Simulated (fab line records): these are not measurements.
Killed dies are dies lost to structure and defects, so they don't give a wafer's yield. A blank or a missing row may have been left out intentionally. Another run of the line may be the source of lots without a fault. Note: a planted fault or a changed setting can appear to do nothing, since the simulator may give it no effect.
Matching of chambers :: flow nand_harc :: NHARC_A_STAIRCASE_ETCH_444 on rie_diel-06 has 4 sister chambers
The step etches the open film in C4F8/O2, target depth 10200 nm, time 3400 s. 18 wafers are shown with their chamber, then 9 later ones without.

== WAFERS, EACH WITH ITS CHAMBER ==
wafer: L076.1
chamber: 1
oes_product_au (a.u.): 0.917
rf_vpp_V (V): 805

wafer: L076.3
chamber: 2
oes_product_au (a.u.): 0.920
rf_vpp_V (V): 805

wafer: L076.5
chamber: 0
oes_product_au (a.u.): 0.918
rf_vpp_V (V): 807

wafer: L078.3
chamber: 0
oes_product_au (a.u.): 0.912
rf_vpp_V (V): 807

wafer: L078.4
chamber: 1
oes_product_au (a.u.): 0.904
rf_vpp_V (V): 806

wafer: L078.6
chamber: 2
oes_product_au (a.u.): 0.928
rf_vpp_V (V): 805

wafer: L081.3
chamber: 3
oes_product_au (a.u.): 0.928
rf_vpp_V (V): 804

wafer: L081.4
chamber: 0
oes_product_au (a.u.): 0.920
rf_vpp_V (V): 806

wafer: L081.6
chamber: 3
oes_product_au (a.u.): 0.920
rf_vpp_V (V): 805

wafer: L083.1
chamber: 1
oes_product_au (a.u.): 0.916
rf_vpp_V (V): 805

wafer: L083.2
chamber: 0
oes_product_au (a.u.): 0.912
rf_vpp_V (V): 804

wafer: L083.5
chamber: 0
oes_product_au (a.u.): 0.917
rf_vpp_V (V): 806

wafer: L086.1
chamber: 3
oes_product_au (a.u.): 0.926
rf_vpp_V (V): 805

wafer: L086.3
chamber: 2
oes_product_au (a.u.): 0.931
rf_vpp_V (V): 806

wafer: L086.5
chamber: 2
oes_product_au (a.u.): 0.936
rf_vpp_V (V): 805

wafer: L091.4
chamber: 0
oes_product_au (a.u.): 0.908
rf_vpp_V (V): 805

wafer: L091.5
chamber: 0
oes_product_au (a.u.): 0.914
rf_vpp_V (V): 807

wafer: L091.6
chamber: 3
oes_product_au (a.u.): 0.927
rf_vpp_V (V): 805

SIGNATURES (means of the wafers above)
reading: oes_product_au
chamber 0: 0.91443
chamber 1: 0.91233
chamber 2: 0.92875
chamber 3: 0.92525
scatter within a chamber: 0.00522

reading: rf_vpp_V
chamber 0: 806.00
chamber 1: 805.33
chamber 2: 805.25
chamber 3: 804.75
scatter within a chamber: 0.852
Rule: for each reading, subtract the chamber's mean from the wafer's reading, divide by that reading's scatter and square the result; add these up over the readings and take the root, which gives the wafer's distance from the chamber. The wafer belongs to the nearest chamber; if the next one is less than 2 further off, it can't be placed. How the scatter is found: for the shown wafers, subtract from each reading the mean of its chamber, square and add these, divide the total by (wafers less chambers), then take the root.

== WAFERS WITH NO CHAMBER GIVEN ==
wafer: L092.1
oes_product_au (a.u.): 0.915
rf_vpp_V (V): 805

wafer: L092.3
oes_product_au (a.u.): 0.937
rf_vpp_V (V): 804

wafer: L092.4
oes_product_au (a.u.): 0.925
rf_vpp_V (V): 803

wafer: L096.1
oes_product_au (a.u.): 0.964
rf_vpp_V (V): 805

wafer: L096.2
oes_product_au (a.u.): 0.973
rf_vpp_V (V): 804

wafer: L096.3
oes_product_au (a.u.): 0.985
rf_vpp_V (V): 805

wafer: L097.1
oes_product_au (a.u.): 0.941
rf_vpp_V (V): 804

wafer: L097.3
oes_product_au (a.u.): 0.941
rf_vpp_V (V): 806

wafer: L097.4
oes_product_au (a.u.): 0.954
rf_vpp_V (V): 804

== WHICH CHAMBER EACH WENT THROUGH ==
wafer: L092.1
from the rows above: can't be placed: 1 or 0 or 3
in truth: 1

wafer: L092.3
from the rows above: can't be placed: 2 or 3
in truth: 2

wafer: L092.4
from the rows above: can't be placed: 3 or 2 or 1
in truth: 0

wafer: L096.1
from the rows above: can't be placed: 2 or 3
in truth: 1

wafer: L096.2
from the rows above: can't be placed: 2 or 3
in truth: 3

wafer: L096.3
from the rows above: can't be placed: 2 or 3
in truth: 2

wafer: L097.1
from the rows above: can't be placed: 2 or 3
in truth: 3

wafer: L097.3
from the rows above: can't be placed: 2 or 3
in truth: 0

wafer: L097.4
from the rows above: can't be placed: 2 or 3
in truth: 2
Correct placement for 0 of the 9. Can't be placed from these rows: 9 (the true chamber is among the candidates in 6). Number placed wrongly: 0.
